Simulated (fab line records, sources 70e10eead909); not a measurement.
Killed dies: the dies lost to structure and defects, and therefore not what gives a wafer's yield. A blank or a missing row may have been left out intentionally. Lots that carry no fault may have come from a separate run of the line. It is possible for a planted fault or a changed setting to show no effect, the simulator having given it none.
Which tool was responsible?	flow nand_harc	6 lots, 18 wafers sampled, at 1 step of a route of 1302

WHAT THE GAUGES READ, wafer by wafer
NHARC_P_START_INSPECT_01.
lot	measured	on	raw_defect_count
L802	day 2 16:02	defect_inspect-02	4 2 3
L805	day 3 22:02	defect_inspect-01	3 4 1
L810	day 6 00:02	defect_inspect-02	5 3 3
L816	day 8 12:02	defect_inspect-02	2 4 2
L818	day 9 08:02	defect_inspect-02	3 2 2
L820	day 10 04:02	defect_inspect-02	5 2 3

WHAT TOOL EACH LOT RAN ON (gives the tool, then ch and the chambers of the sampled wafers, and finally the start)
There is no process step in the record ahead of these readings.

THE ANSWER, worked out from the rows above alone
Rule: usual is defined by the lots themselves. The widest of any qualifying gaps counts: lots, ordered by their means at a reading, are off when they make up no more than a third of the lots, leave a main group of 4 or more, and stand apart from it by 3 or more times the standard deviation of that group's means. A main group is skipped when, at the precision printed for the reading in the tables above, its means are all equal. Also off: a lot with no number at a reading for which 4 or more lots have one. All remaining lots with rows at the step are treated as sound.
Across all readings shown, no lot is off: no conclusion can be drawn from this.

WHAT THE SIMULATOR HAD INSERTED
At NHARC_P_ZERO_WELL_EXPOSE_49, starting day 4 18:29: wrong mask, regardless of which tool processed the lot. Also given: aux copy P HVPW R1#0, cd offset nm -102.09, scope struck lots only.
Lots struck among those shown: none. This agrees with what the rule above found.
